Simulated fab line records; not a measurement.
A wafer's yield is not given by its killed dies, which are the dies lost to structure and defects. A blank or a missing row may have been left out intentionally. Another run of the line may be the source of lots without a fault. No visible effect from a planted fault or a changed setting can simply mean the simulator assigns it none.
Chamber matching ; flow nand harc ; cmp-01 running NHARC_P_CONTACT_CMP_24: 4 sister chambers
The step polishes, t overpolish 30 s, target thk 200 nm. 8 wafers are shown with their chamber, then 9 later ones without.

== WAFERS PAIRED WITH THEIR CHAMBERS ==
wafer;chamber;motor current A (A);time to endpoint s (s)
L274.6;1;12.5;42.6
L277.4;1;13.2;42.2
L279.5;3;12.2;43.3
L280.1;3;11.5;38.9
L280.2;0;10.2;40.0
L282.2;0;10.1;43.2
L282.4;2;13.2;39.9
L282.6;2;12.8;41.5

== WAFERS WITHOUT THEIR CHAMBER ==
wafer;motor current A (A);time to endpoint s (s)
L293.1;10.1;40.1
L293.2;12.2;38.0
L293.5;10.6;37.4
L296.2;12.3;38.3
L296.5;11.6;39.8
L296.6;12.8;36.8
L297.3;11.6;39.9
L297.4;13.6;38.4
L297.6;9.8;40.6

== WHICH CHAMBER EACH ONE RAN IN ==
wafer;from the rows above;in truth
L293.1;0;0
L293.2;can't be placed: 3 or 2 or 1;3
L293.5;can't be placed: 0 or 3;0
L296.2;can't be placed: 3 or 2 or 1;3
L296.5;3;3
L296.6;can't be placed: 2 or 1 or 3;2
L297.3;3;3
L297.4;can't be placed: 2 or 1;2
L297.6;0;0
4 of 9 placed correctly. Unplaceable from these rows: 5, with the true chamber sitting among the candidates in 5. Placed wrongly: 0.
How it was worked out, from the rows above alone: a wafer's distance from a chamber is the root of the sum, over the readings, of the square of ((its reading less the chamber's mean) divided by the reading's scatter). The wafer belongs to the nearest chamber; if the next one is less than 2 further off, it can't be placed. Each chamber's mean is taken over the wafers shown for it. The scatter: take each reading less its chamber's mean, square it, sum over the shown wafers, divide by the number of wafers less the number of chambers, and take the root.
